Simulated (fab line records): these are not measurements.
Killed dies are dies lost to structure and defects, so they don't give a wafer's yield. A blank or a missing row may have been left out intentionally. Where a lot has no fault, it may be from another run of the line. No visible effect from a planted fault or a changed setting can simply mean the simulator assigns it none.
Which of the tools did it? ; flow n5-finfet ; 72 wafers from 24 lots sampled at 5 of the route's 1938 steps

## WHAT THE GAUGES SHOWED, per wafer
N5_BEOL_M2_OVL_MEAS_12. Usual: M2_OVL typically reads 0.6 nm, with standard deviation 0.62.
lot;measured;on;M2_OVL (nm);flag
L074;day 6 11:13;overlay-02;1.3 1.1 1.3;
L075;day 6 16:37;overlay-02;0.7 0.0 2.0;
L076;day 6 18:24;overlay-01;0.1 -0.1 0.4;
L077;day 7 02:13;overlay-02;-0.2 0.3 0.7;
L078;day 7 13:55;overlay-02;1.4 0.8 -0.2;
L079;day 7 14:49;overlay-01;0.0 0.9 0.2;
L080;day 8 02:02;overlay-01;-0.3 -0.3 -0.6;
L081;day 8 07:15;overlay-01;-0.2 0.6 1.2;
L082;day 8 14:33;overlay-02;-0.8 0.6 0.6;
L083;day 8 20:40;overlay-02;0.9 0.0 0.8;
L085;day 9 04:35;overlay-01;0.6 0.4 0.4;
L084;day 9 06:52;overlay-01;0.0 -0.1 0.6;
L086;day 9 20:13;overlay-02;-0.2 1.3 -0.5;
L087;day 9 21:23;overlay-02;0.4 2.2 0.4;
L088;day 10 03:26;overlay-01;0.1 1.0 0.0;
L089;day 10 05:44;overlay-02;0.8 0.7 1.5;
L090;day 10 10:36;overlay-02;0.7 0.5 -0.2;
L091;day 11 06:23;overlay-01;1.0 1.5 1.2;
L092;day 11 08:13;overlay-02;0.9 0.5 1.3;
L094;day 11 13:50;overlay-02;0.2 -0.2 1.1;
L093;day 11 19:08;overlay-02;1.3 0.6 0.6;
L095;day 11 20:28;overlay-01;1.7 -0.3 0.7;
L096;day 13 01:23;overlay-01;1.7 1.9 2.0;
L097;day 13 05:41;overlay-02;0.9 1.2 0.9;

## WHICH TOOL RAN EACH LOT (tool, then ch and the chambers of the sampled wafers, then the start)
lot;N5_BEOL_M1_SPUTTER_81;N5_BEOL_M1_SPUTTER_90;N5_BEOL_M1_ANNEAL_93;N5_BEOL_M1_SPUTTER_96
L074;pvd-sputter-02, day 6 07:52;pvd-sputter-02, day 6 08:31;pvd-sputter-02, day 6 08:49;pvd-sputter-02, day 6 09:11
L075;pvd-sputter-01, day 6 11:39;pvd-sputter-01, day 6 12:19;pvd-sputter-01, day 6 12:37;pvd-sputter-01, day 6 12:58
L076;pvd-sputter-01, day 6 14:41;pvd-sputter-01, day 6 15:21;pvd-sputter-01, day 6 15:39;pvd-sputter-01, day 6 16:01
L077;pvd-sputter-03, day 6 22:10;pvd-sputter-03, day 6 22:50;pvd-sputter-03, day 6 23:08;pvd-sputter-03, day 6 23:29
L078;pvd-sputter-01, day 7 08:37;pvd-sputter-01, day 7 09:17;pvd-sputter-01, day 7 09:35;pvd-sputter-01, day 7 09:56
L079;pvd-sputter-01, day 7 11:37;pvd-sputter-01, day 7 12:17;pvd-sputter-01, day 7 12:35;pvd-sputter-01, day 7 12:56
L080;pvd-sputter-02, day 7 22:49;pvd-sputter-02, day 7 23:29;pvd-sputter-02, day 7 23:47;pvd-sputter-02, day 8 00:08
L081;pvd-sputter-01, day 8 02:11;pvd-sputter-01, day 8 02:51;pvd-sputter-01, day 8 03:09;pvd-sputter-01, day 8 03:31
L082;pvd-sputter-02, day 8 08:55;pvd-sputter-02, day 8 09:34;pvd-sputter-02, day 8 09:52;pvd-sputter-02, day 8 10:14
L083;pvd-sputter-01, day 8 15:39;pvd-sputter-01, day 8 16:19;pvd-sputter-01, day 8 16:37;pvd-sputter-01, day 8 16:58
L085;pvd-sputter-02, day 8 22:13;pvd-sputter-02, day 8 22:53;pvd-sputter-02, day 8 23:11;pvd-sputter-02, day 8 23:32
L084;pvd-sputter-03, day 9 02:27;pvd-sputter-03, day 9 03:07;pvd-sputter-03, day 9 03:25;pvd-sputter-03, day 9 03:46
L086;pvd-sputter-02, day 9 15:16;pvd-sputter-02, day 9 15:55;pvd-sputter-02, day 9 16:13;pvd-sputter-02, day 9 16:35
L087;pvd-sputter-03, day 9 17:35;pvd-sputter-03, day 9 18:15;pvd-sputter-03, day 9 18:33;pvd-sputter-03, day 9 18:55
L088;pvd-sputter-01, day 9 23:50;pvd-sputter-01, day 10 00:29;pvd-sputter-01, day 10 00:47;pvd-sputter-01, day 10 01:09
L089;pvd-sputter-03, day 10 01:22;pvd-sputter-03, day 10 02:02;pvd-sputter-03, day 10 02:20;pvd-sputter-03, day 10 02:41
L090;pvd-sputter-02, day 10 06:35;pvd-sputter-02, day 10 07:14;pvd-sputter-02, day 10 07:32;pvd-sputter-02, day 10 07:54
L091;pvd-sputter-02, day 11 02:30;pvd-sputter-02, day 11 03:10;pvd-sputter-02, day 11 03:28;pvd-sputter-02, day 11 03:49
L092;pvd-sputter-02, day 11 04:52;pvd-sputter-02, day 11 05:31;pvd-sputter-02, day 11 05:49;pvd-sputter-02, day 11 06:11
L094;pvd-sputter-01, day 11 10:26;pvd-sputter-01, day 11 11:06;pvd-sputter-01, day 11 11:24;pvd-sputter-01, day 11 11:46
L093;pvd-sputter-01, day 11 14:08;pvd-sputter-01, day 11 14:48;pvd-sputter-01, day 11 15:06;pvd-sputter-01, day 11 15:28
L095;pvd-sputter-02, day 11 16:51;pvd-sputter-02, day 11 17:31;pvd-sputter-02, day 11 17:49;pvd-sputter-02, day 11 18:10
L096;pvd-sputter-02, day 12 22:22;pvd-sputter-02, day 12 23:01;pvd-sputter-02, day 12 23:19;pvd-sputter-02, day 12 23:41
L097;pvd-sputter-01, day 13 01:37;pvd-sputter-01, day 13 02:19;pvd-sputter-01, day 13 02:39;pvd-sputter-01, day 13 03:01
- N5_BEOL_M1_SPUTTER_81: material Cu, target thk 4.5 nm, time 8.29 s.
- N5_BEOL_M1_SPUTTER_90: material Cu, target thk 4.5 nm, time 8.29 s.
- N5_BEOL_M1_ANNEAL_93: time 240 s.
- N5_BEOL_M1_SPUTTER_96: material Cu, target thk 4.5 nm, time 8.29 s.

## AS READ BY THE TOOLS THEMSELVES (means over the sampled wafers that have a number; for cases with no such wafer, the mark the record gives instead)
N5_BEOL_M1_SPUTTER_81. Usual: throttle-valve-pct 29.5 %, standard deviation 0.98.
lot;tool;throttle-valve-pct (%);flag
L074;pvd-sputter-02;29.7;
L075;pvd-sputter-01;29.5;
L076;pvd-sputter-01;29.3;
L077;pvd-sputter-03;29.3;
L078;pvd-sputter-01;29.1;
L079;pvd-sputter-01;28.8;
L080;pvd-sputter-02;30.2;
L081;pvd-sputter-01;29.2;
L082;pvd-sputter-02;30.3;
L083;pvd-sputter-01;28.8;
L085;pvd-sputter-02;30.7;
L084;pvd-sputter-03;28.8;
L086;pvd-sputter-02;29.6;
L087;pvd-sputter-03;28.8;
L088;pvd-sputter-01;29.1;
L089;pvd-sputter-03;28.9;
L090;pvd-sputter-02;30.2;
L091;pvd-sputter-02;30.7;
L092;pvd-sputter-02;30.8;
L094;pvd-sputter-01;28.9;
L093;pvd-sputter-01;28.9;
L095;pvd-sputter-02;29.8;
L096;pvd-sputter-02;29.8;
L097;pvd-sputter-01;28.9;

N5_BEOL_M1_SPUTTER_90. Usual: throttle-valve-pct 29.6 %, standard deviation 1.
lot;tool;throttle-valve-pct (%);flag
L074;pvd-sputter-02;29.8;
L075;pvd-sputter-01;29.4;
L076;pvd-sputter-01;29.2;
L077;pvd-sputter-03;29.3;
L078;pvd-sputter-01;29.4;
L079;pvd-sputter-01;29.0;
L080;pvd-sputter-02;30.4;
L081;pvd-sputter-01;29.0;
L082;pvd-sputter-02;30.3;
L083;pvd-sputter-01;28.9;
L085;pvd-sputter-02;30.9;
L084;pvd-sputter-03;28.9;
L086;pvd-sputter-02;29.2;
L087;pvd-sputter-03;28.8;
L088;pvd-sputter-01;29.0;
L089;pvd-sputter-03;28.8;
L090;pvd-sputter-02;30.3;
L091;pvd-sputter-02;30.6;
L092;pvd-sputter-02;30.7;
L094;pvd-sputter-01;29.0;
L093;pvd-sputter-01;28.9;
L095;pvd-sputter-02;29.7;
L096;pvd-sputter-02;29.7;
L097;pvd-sputter-01;28.8;

N5_BEOL_M1_ANNEAL_93. Usual: heater-power-w 834 W, standard deviation 80.
lot;tool;heater-power-w (W);flag
L074;pvd-sputter-02;821;
L075;pvd-sputter-01;843;
L076;pvd-sputter-01;847;
L077;pvd-sputter-03;826;
L078;pvd-sputter-01;832;
L079;pvd-sputter-01;833;
L080;pvd-sputter-02;866;
L081;pvd-sputter-01;777;
L082;pvd-sputter-02;863;
L083;pvd-sputter-01;819;
L085;pvd-sputter-02;846;
L084;pvd-sputter-03;817;
L086;pvd-sputter-02;853;
L087;pvd-sputter-03;820;
L088;pvd-sputter-01;777;
L089;pvd-sputter-03;698;
L090;pvd-sputter-02;854;
L091;pvd-sputter-02;829;
L092;pvd-sputter-02;832;
L094;pvd-sputter-01;835;
L093;pvd-sputter-01;825;
L095;pvd-sputter-02;843;
L096;pvd-sputter-02;837;
L097;pvd-sputter-01;757;

N5_BEOL_M1_SPUTTER_96. Usual: throttle-valve-pct 29.6 %, standard deviation 0.96.
lot;tool;throttle-valve-pct (%);flag
L074;pvd-sputter-02;29.8;
L075;pvd-sputter-01;29.6;
L076;pvd-sputter-01;29.3;
L077;pvd-sputter-03;29.3;
L078;pvd-sputter-01;29.1;
L079;pvd-sputter-01;28.9;
L080;pvd-sputter-02;30.3;
L081;pvd-sputter-01;29.1;
L082;pvd-sputter-02;30.2;
L083;pvd-sputter-01;28.7;
L085;pvd-sputter-02;30.6;
L084;pvd-sputter-03;28.9;
L086;pvd-sputter-02;29.4;
L087;pvd-sputter-03;28.8;
L088;pvd-sputter-01;29.1;
L089;pvd-sputter-03;29.0;
L090;pvd-sputter-02;30.3;
L091;pvd-sputter-02;30.7;
L092;pvd-sputter-02;30.7;
L094;pvd-sputter-01;28.8;
L093;pvd-sputter-01;29.0;
L095;pvd-sputter-02;29.8;
L096;pvd-sputter-02;29.7;
L097;pvd-sputter-01;29.0;

## THE ANSWER, worked out from the rows above alone
Rule: take the mean of a lot's wafers that have a number; if it is more than 3 standard deviations from the usual mean, the lot is off. Also off: a lot with no number at a reading for which 4 or more lots have one. Where the step has rows for the other lots, those lots are counted as sound. Order of review: gauges by route order, followed by the tools' own readings, for which a lot's mean as printed above is used. At the first step where some lot is off, the reading lying furthest off is the one used; lots without a number count as furthest.
No lot is off on any of the readings shown, so nothing can be concluded from this.

## WHAT THE SIMULATOR HAD INSERTED
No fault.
